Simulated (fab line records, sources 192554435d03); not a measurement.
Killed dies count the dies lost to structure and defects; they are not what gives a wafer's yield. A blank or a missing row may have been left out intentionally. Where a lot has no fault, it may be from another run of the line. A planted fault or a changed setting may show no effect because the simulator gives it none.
Struck lot and sound lot, side by side ; flow n5 finfet ; 20 out of 1938 route steps
Sound: these wafers, L783.2, L783.4, L783.6. The struck wafers were L789.1, L789.5, L789.6. Last of all comes the cause.
Each step with rows lists, per side, the tool, then ch with its chambers, then its first start. Under that, the readings that differ: sound wafers ; struck wafers ; difference of the means ; sigmas: that difference in standard deviations of wafers without a fault.
alike: readings whose means differ by less than 2 such deviations, and words and numbers that are the same on both sides. not compared: withheld readings, readings that some wafer has no value for, bounds like >300 that may hide the same value, and numbers for which the record gives no deviation and whose values overlap.
The two part at a step that has a row with sigmas, a row that says differs or no value, or rows on one side only. Numbers that have no deviation but don't overlap get no sigmas and don't part them. Lack of a reading on every wafer of one side parts them only where that side has two or more wafers.

first, 1 step without rows for these wafers: N5_ZERO_LAYER_HARDBAKE_23 (time 120 s).
N5_ZERO_LAYER_CD_MEAS_11: target cd 2000 nm.
  sound on cd sem-02 ch 0, day 3 00:38; struck on cd sem-01 ch 0, day 4 12:46
  alike: cd nm
N5_ZERO_LAYER_DESCUM_16: chemistry O2, time 7.9 s.
  sound on rie diel-03 ch 1,3, day 3 00:41; struck on rie diel-06 ch 2,3, day 4 13:14
reading;sound;struck;difference;sigmas
o2 flow sccm (sccm);224.1 225.1 223.9;226.4 225.6 226.0;+1.6;+2
  alike: chamber pressure mTorr, drypump motor current A, oes product au, rf vpp V, showerhead plenum p Torr, throttle valve pct
  not compared: rf hours counter h
N5_ZERO_LAYER_ETCH_17: etches SiO2 in CF4, target depth 12 nm, time 13.3 s.
  sound on rie diel-03 ch 1,3, day 3 00:43; struck on rie diel-06 ch 2,3, day 4 13:17
  alike: chamber pressure mTorr, drypump motor current A, oes product au, rf vpp V, showerhead plenum p Torr, throttle valve pct
  not compared: rf hours counter h
N5_ZERO_LAYER_ETCH_18: etches Si in HBr/Cl2, target depth 120 nm, time 40 s.
  sound on rie si-04 ch 1,2, day 3 00:47; struck on rie si-05 ch 0,1,3, day 4 13:22
  alike: HBr_flow_sccm, chamber pressure mTorr, drypump motor current A, oes product au, throttle valve pct
  not compared: rf hours counter h
N5_ZERO_LAYER_STRIP_24: strips in O2.
  sound on plasma asher-02 ch 0, day 3 00:53; struck on plasma asher-01 ch 0,1, day 4 13:28
reading;sound;struck;difference;sigmas
drypump motor current A (A);5.95 5.95 5.95;5.73 5.67 5.73;-0.24;-2
  alike: chamber pressure mTorr, heater power w, o2 flow sccm, oes product au, strip time to endpoint s
  not compared: rf hours counter h
then, 1 step without rows for these wafers: N5_ZERO_LAYER_STRIP_19 (strips in SPM, time 900 s).
N5_ZERO_LAYER_INSPECT_20: inspects for defects (darkfield).
  sound: defect inspect-01 at day 3 01:15; struck: defect inspect-01 at day 4 13:49
  alike: raw defect count
then, 4 steps without rows for these wafers: N5_WELL_APT_HMDS_01 (time 60 s); N5_WELL_APT_COAT_02 (resist thk 950 nm); N5_WELL_APT_EBR_04; N5_WELL_APT_SOFTBAKE_03 (time 60 s).
N5_WELL_APT_EXPOSE_05: exposes mask NWELL, defocus 0 nm, target cd 200 nm.
  sound on krf scanner-02 ch 0, day 3 01:23; struck on krf scanner-02 ch 0, day 4 13:57
reading;sound;struck;difference;sigmas
model.WELL_APT.overlay x nm (nm);5.092 5.092 5.092;64.81 64.81 64.81;+59.72;
  alike: mask
then, 3 steps without rows for these wafers: N5_WELL_APT_PEB_06 (peb time 90 s); N5_WELL_APT_DEVELOP_07 (develop time 45 s); N5_WELL_APT_HARDBAKE_12 (time 120 s).
N5_WELL_APT_CD_MEAS_08: target cd 200 nm.
  sound on cd sem-02 ch 0, day 3 01:34; struck on cd sem-03 ch 0, day 4 14:08
  alike: cd nm
N5_WELL_APT_OVL_MEAS_09:
  sound on overlay-01 ch 0, day 3 01:35; struck on overlay-01 ch 0, day 4 14:10
reading;sound;struck;difference;sigmas
NWELL_OVL (nm);-2 5 1;62 61 63;+61;+13
N5_WELL_APT_INSPECT_10: inspects for defects (macro).
  sound: defect inspect-01 at day 3 01:37; struck: defect inspect-01 at day 4 14:11
  alike: raw defect count
-- the record jumps here: 8 days lie between the struck wafers' starts before and after (it left off in module WELL_APT and takes up again in module BEOL_M4, whose first step shown is number 1111 of the route) --
N5_BEOL_M4_RC_MEAS_101:
  sound on prober-02 ch 0, day 10 10:40; struck on prober-02 ch 0, day 13 02:02
reading;sound;struck;difference;sigmas
DIBL_N (mV/V);38.3 39.1 38.8;36.1 35.5 34.8;-3.3;-3
DIBL_P (mV/V);38.0 39.0 38.6;35.5 34.5 33.7;-4.0;-3
IOFF_N (nA/um);0.181 0.211 0.201;0.155 0.146 0.133;-0.053;-2
  alike: IOFF_P, ION_N, ION_P, SS_N, SS_P, VT_N, VT_P

## WHERE THEY PART
Last at N5_BEOL_M4_RC_MEAS_101 as far as this record goes, first at N5_ZERO_LAYER_DESCUM_16.

WHY: the cause the simulator had injected
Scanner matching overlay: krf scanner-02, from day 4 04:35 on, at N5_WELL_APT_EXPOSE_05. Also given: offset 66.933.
